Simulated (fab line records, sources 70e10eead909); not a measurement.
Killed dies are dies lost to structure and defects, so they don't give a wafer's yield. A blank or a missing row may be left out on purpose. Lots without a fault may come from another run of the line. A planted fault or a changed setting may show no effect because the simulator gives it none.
fab line records | flow nand_harc
record lots=14 wafers=42 last_day=34
route steps=1302 shown A_WL_FILL@959
lots that met no fault: from a run of the same line without faults
start_h: hours from the record's first day to the start of the lot's first wafer shown | wait_h: hours since the lot's step before | " the same as in the row above | L1.1+2: a row that stands for several wafers | - no value, or no start given | * or withheld: withheld | < > ~ a bound
route shown NAME@n: a module of which the file shows steps, and the number in the route of the first | usual: mean/standard deviation of fault-free wafers | same: alike in all rows | chamber/n: place in a boat | sites: the reading at each site | _std_site: their standard deviation | _edge_site: outer sites' mean less inner sites' | radius_mm: how far each site lies from the wafer's centre | mask NAME#n: copy n | behind: the tool/chamber that last shaped the wafer | hold: why the lot was held/for how many hours/how that ended | device: the transistor (n, p or np) that didn't switch | end of line: the same wafers' tests at the end of the route | a step without rows: its recipe alone | killed: dies lost to structure and defects at the first sort, not the wafer's yield | map: a wafer's dies, x killed, . not, _ none there
set.NAME: the setting as run; set.NAME@STEP: as run at that earlier step | model.NAME: the simulator's own value behind a step, which no gauge read
steps of the route over a sample of lots; a table a step, a row a wafer
services: from which hour (start_h, from the record's first day; less than 0 if before it) a tool's chamber was out of use, for how many hours, and why
## steps
# step NHARC_A_WL_FILL_STRIP_27
# recipe power_w=1500 temp_c=250 time_s=20 chemistry=N2/H2
# usual drypump_motor_current_A=5.8/0.32 heater_power_w=368/18
# same time_s=20
# columns lot.wafer tool chamber start_h wait_h drypump_motor_current_A heater_power_w rf_hours_counter_h
L444.2 plasma_asher-01 0 472.89 0.1 6.0 342 25
L444.3 " 0 " " 6.0 329 -
L444.6 " 0 " " 6.0 339 -
L445.1 plasma_asher-02 0 484.94 0.1 6.0 368 10
L445.4 " 0 " " 6.0 357 -
L445.6 " 1 " " 5.9 366 -
L446.1 plasma_asher-02 1 485.13 0.1 5.8 372 10
L446.6 " 0 " " 6.0 367 -
L446.5 " 1 " " 5.9 364 -
L447.1 plasma_asher-01 0 497.01 0.1 6.0 341 31
L447.6 " 0 " " 6.0 331 -
L447.5 " 1 " " 5.1 390 -
L449.2 plasma_asher-01 1 500.96 0.1 5.1 379 32
L449.3 " 1 " " 5.1 377 -
L449.6 " 1 " " 5.1 383 -
L448.2 plasma_asher-02 0 504.79 0.1 6.0 362 15
L448.6 " 1 " " 5.9 371 -
L448.5 " 0 " " 6.0 357 -
L450.2 plasma_asher-02 1 521.36 0.5 5.9 354 19
L450.1 " 0 " " 6.0 369 19
L450.6 " 0 " " 6.0 370 -
L453.1 plasma_asher-02 0 552.97 0.1 6.0 357 27
L453.4 " 1 " " 5.9 373 -
L453.6 " 0 " " 6.0 366 -
L454.2 plasma_asher-01 1 571.86 0.1 5.1 393 6
L454.1 " 0 " " 6.0 341 6
L454.6 " 1 " " 5.1 393 -
L455.2 plasma_asher-01 1 571.99 0.2 5.1 385 7
L455.1 " 0 " " 6.0 340 7
L455.3 " 0 " " 6.0 336 -
L457.3 plasma_asher-02 0 598.53 0.1 6.0 375 -
L457.6 " 0 " " 6.0 366 -
L457.5 " 1 " " 5.9 372 -
L464.1 plasma_asher-02 0 659.74 0.1 6.0 368 7
L464.4 " 0 " " 6.0 373 -
L464.5 " 0 " " 6.0 354 -
L465.1 plasma_asher-02 1 680.41 0.2 5.9 385 12
L465.4 " 0 " " 6.0 369 -
L465.5 " 0 " " 6.0 363 -
L467.3 plasma_asher-02 0 709.86 0.2 6.0 357 -
L467.6 " 1 " " 5.9 381 -
L467.5 " 0 " " 6.0 360 -
# step NHARC_A_WL_FILL_ALD_19
# recipe target_thk_a=20 pulse_time_s=3 ald_cycles=100 temp_c=450 material=TiN
# usual ald_cycles=100/0 heater_power_outer_w=684/61 heater_power_w=1067/120 precursor_pulse_height_rel=0.998/0.021
# columns lot.wafer tool chamber start_h wait_h ald_cycles heater_power_outer_w heater_power_w precursor_pulse_height_rel
L444.3 ald_metal-04 3 488.57 0.1 100 648 1144 0.979
L444.2 " 0 " " 100 672 1107 1.005
L444.6 " 3 " " 100 636 1129 0.991
L445.4 ald_metal-04 1 500.57 0.1 100 603 1027 1.041
L445.1 " 2 " " 100 674 1050 1.016
L445.6 " 2 " " 100 665 1013 0.978
L446.1 ald_metal-03 2 500.59 0.1 100 622 895 0.995
L446.6 " 1 " " 100 728 1117 1.018
L446.5 " 2 " " 100 625 883 1.005
L447.1 ald_metal-03 3 513.01 0.2 100 754 1302 0.975
L447.5 " 0 " " 100 798 1128 1.010
L447.6 " 1 " " 100 694 1144 0.997
L449.2 ald_metal-02 1 519.97 0.1 100 681 990 1.032
L449.3 " 2 " " 100 657 1116 0.960
L449.6 " 0 " " 100 681 1095 0.956
L448.2 ald_metal-03 2 519.99 0.2 100 613 886 0.986
L448.5 " 3 " " 100 752 1266 0.969
L448.6 " 0 " " 100 805 1145 0.998
L450.1 ald_metal-02 1 536.61 0.1 100 685 951 1.002
L450.2 " 2 " " 100 639 1113 0.958
L450.6 " 3 " " 100 585 816 0.971
L453.1 ald_metal-02 3 569.45 0.1 100 590 818 0.962
L453.4 " 1 " " 100 681 982 1.002
L453.6 " 2 " " 100 653 1112 1.054
L455.3 ald_metal-04 0 590.58 0.1 - - - -
L455.2 " 1 " " - - - -
L455.1 " 2 " " - - - -
L454.1 ald_metal-03 0 590.62 0.1 - - - -
L454.2 " 1 " " - - - -
L454.6 " 3 " " - - - -
L457.3 ald_metal-04 2 613.74 0.1 100 687 1014 0.989
L457.5 " 1 " " 100 593 1020 0.994
L457.6 " 2 " " 100 658 1033 0.972
L464.4 ald_metal-03 1 673.83 0.1 100 716 1188 1.038
L464.1 " 0 " " 100 810 1175 0.974
L464.5 " 1 " " 100 749 1201 1.005
L465.4 ald_metal-04 2 696.17 0.1 100 659 1030 1.027
L465.1 " 0 " " 100 690 1130 1.031
L465.5 " 3 " " 100 698 1203 1.018
L467.3 ald_metal-02 1 726.23 0.1 100 694 961 0.988
L467.6 " 3 " " 100 592 828 1.023
L467.5 " 0 " " 100 739 1128 0.993
# step NHARC_A_WL_FILL_CMP_12
# recipe t_overpolish_s=30 target_thk_nm=100
# usual motor_current_A=11.8/0.98 overpolish_run_s=29.999/0.0081 time_to_endpoint_s=19.4/2.5
# columns lot.wafer tool chamber start_h wait_h motor_current_A overpolish_run_s time_to_endpoint_s
L444.3 cmp-01 1 488.93 0.1 12.7 30.007 16.1
L444.2 " 0 " " 12.1 29.992 17.9
L444.6 " 1 " " 12.7 30.008 17.8
L446.1 cmp-03 2 501.02 0.2 11.8 29.997 17.3
L446.6 " 3 " " 11.2 29.988 24.4
L446.5 " 0 " " 10.7 29.987 18.7
L445.4 cmp-04 0 501.13 0.2 12.1 29.988 26.1
L445.1 " 1 " " 12.8 30.001 22.5
L445.6 " 3 " " 12.5 29.993 24.0
L447.1 cmp-01 0 513.41 0.2 11.7 29.992 21.7
L447.6 " 1 " " 13.4 29.994 19.6
L447.5 " 2 " " 10.5 29.999 20.2
L448.2 cmp-01 3 520.33 0.2 11.5 30.009 20.1
L448.6 " 3 " " 11.8 30.000 19.2
L448.5 " 0 " " 12.9 30.002 20.1
L449.2 cmp-03 0 520.35 0.2 10.5 30.009 17.8
L449.3 " 1 " " 11.8 29.988 23.2
L449.6 " 3 " " 11.3 29.992 22.0
L450.2 cmp-01 1 536.96 0.2 12.3 29.995 21.4
L450.1 " 3 " " 11.3 29.994 19.4
L450.6 " 1 " " 12.6 29.999 22.2
L453.1 cmp-04 2 569.81 0.1 13.1 30.001 19.1
L453.4 " 0 " " 12.5 29.998 21.6
L453.6 " 3 " " 12.3 30.011 17.0
L455.3 cmp-01 1 590.96 0.1 13.0 29.986 19.1
L455.2 " 2 " " 9.8 30.006 16.1
L455.1 " 0 " " 12.2 29.987 19.0
L454.1 cmp-04 0 590.99 0.2 12.5 29.992 21.9
L454.2 " 2 " " 13.2 29.993 20.0
L454.6 " 0 " " 11.7 30.002 23.0
L457.3 cmp-03 0 614.10 0.1 11.2 29.999 17.0
L457.5 " 0 " " 10.5 29.993 17.9
L457.6 " 1 " " 11.1 30.007 20.4
L464.1 cmp-03 2 674.21 0.1 11.5 30.002 18.3
L464.4 " 3 " " 11.7 30.013 20.9
L464.5 " 3 " " 11.3 29.990 20.8
L465.4 cmp-01 0 696.60 0.1 12.2 30.014 18.3
L465.1 " 1 " " 12.7 30.004 17.5
L465.5 " 2 " " 10.2 30.000 17.7
L467.3 cmp-01 0 726.57 0.1 12.7 30.006 19.0
L467.5 " 0 " " 12.4 29.998 18.6
L467.6 " 1 " " 11.4 29.995 16.4
# step NHARC_A_WL_FILL_INSPECT_15
# usual raw_defect_count=489/110
# columns lot.wafer tool chamber start_h wait_h raw_defect_count
L444.2 defect_inspect-02 - 489.40 0.0 365
L444.3 " - " " 399
L444.6 " - " " 412
L446.1 defect_inspect-02 - 501.43 0.0 427
L446.5 " - " " 706
L446.6 " - " " 599
L445.1 defect_inspect-01 - 501.57 0.0 388
L445.4 " - " " 402
L445.6 " - " " 341
L447.1 defect_inspect-02 - 513.82 0.0 678
L447.5 " - " " 463
L447.6 " - " " 471
L449.2 defect_inspect-02 - 520.79 0.0 551
L449.3 " - " " 568
L449.6 " - " " 766
L448.2 defect_inspect-01 - 520.81 0.0 612
L448.5 " - " " 332
L448.6 " - " " 556
L450.1 defect_inspect-01 - 537.42 0.0 756
L450.2 " - " " 683
L450.6 " - " " 553
L453.1 defect_inspect-01 - 570.28 0.0 425
L453.4 " - " " 403
L453.6 " - " " 431
L454.1 defect_inspect-02 - 591.42 0.0 348
L454.2 " - " " 518
L454.6 " - " " 445
L455.1 defect_inspect-01 - 591.43 0.0 449
L455.2 " - " " 339
L455.3 " - " " 460
L457.3 defect_inspect-02 - 614.57 0.0 501
L457.5 " - " " 478
L457.6 " - " " 551
L464.1 defect_inspect-02 - 674.68 0.0 470
L464.4 " - " " 506
L464.5 " - " " 425
L465.1 defect_inspect-01 - 697.01 0.0 386
L465.4 " - " " 389
L465.5 " - " " 527
L467.3 defect_inspect-02 - 727.03 0.0 399
L467.5 " - " " 419
L467.6 " - " " 402
## services
# columns tool chamber start_h hours kind
cmp-03 - 460.98 4.0 pm
ald_metal-04 - 474.00 10.0 pm
cmp-01 - 479.50 4.0 pm
ald_metal-04 2 517.79 25.7 repair
plasma_asher-01 - 519.23 9.0 pm
cmp-03 - 523.59 1.1 repair
cmp-01 - 533.89 2.3 repair
ald_metal-03 2 540.86 19.8 repair
ald_metal-03 - 553.94 0.8 repair
cmp-03 - 558.98 4.0 pm
ald_metal-03 - 568.00 10.0 pm
cmp-01 - 577.50 4.0 pm
plasma_asher-02 - 581.94 3.1 repair
plasma_asher-02 - 603.05 9.0 pm
ald_metal-02 - 610.00 10.0 pm
cmp-01 - 614.27 1.3 repair
ald_metal-04 3 627.37 63.8 repair
ald_metal-04 - 652.00 10.0 pm
cmp-03 - 656.98 4.0 pm
cmp-03 - 668.08 1.0 repair
cmp-01 - 675.50 4.0 pm
cmp-03 - 693.88 1.5 repair
plasma_asher-01 - 696.23 9.0 pm
cmp-03 - 707.60 0.4 repair
## key
first_sign step=NHARC_A_WL_FILL_ALD_19 reading=tool_record direction=missing
effect none on later readings
met_at NHARC_A_WL_FILL_ALD_19
struck_lots L454,L455
later_rows_left_out L454.1,L454.2,L454.6,L455.1,L455.2,L455.3
sort_left_out L454.1,L454.2,L454.6,L455.1,L455.2,L455.3
tester_left_out L454,L455
not_acting_at NHARC_A_WL_FILL_STRIP_27,NHARC_A_WL_FILL_CMP_12,NHARC_A_WL_FILL_INSPECT_15
onset_between 519.99 590.58
fault kind=skipped_step_whole tool=ald_metal-03,ald_metal-04 chamber=- onset_h=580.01 steps=NHARC_A_WL_FILL_ALD_19 scope=struck_lots_only
# tester_left_out: of these lots the tester's yield and bins aren't shown, on N5 and GAA mostly nor the transistor test; their killed dies are dies lost to structure and defects alone, not to doping, threshold or leakage, so they don't give the yield
# sort_left_out: the simulated sort isn't trusted on such a fault, so these wafers' sort isn't shown, and their yield isn't known
# later_rows_left_out: the simulator's readings of these wafers behind a module that went badly wrong aren't trusted and aren't shown, but for the sort
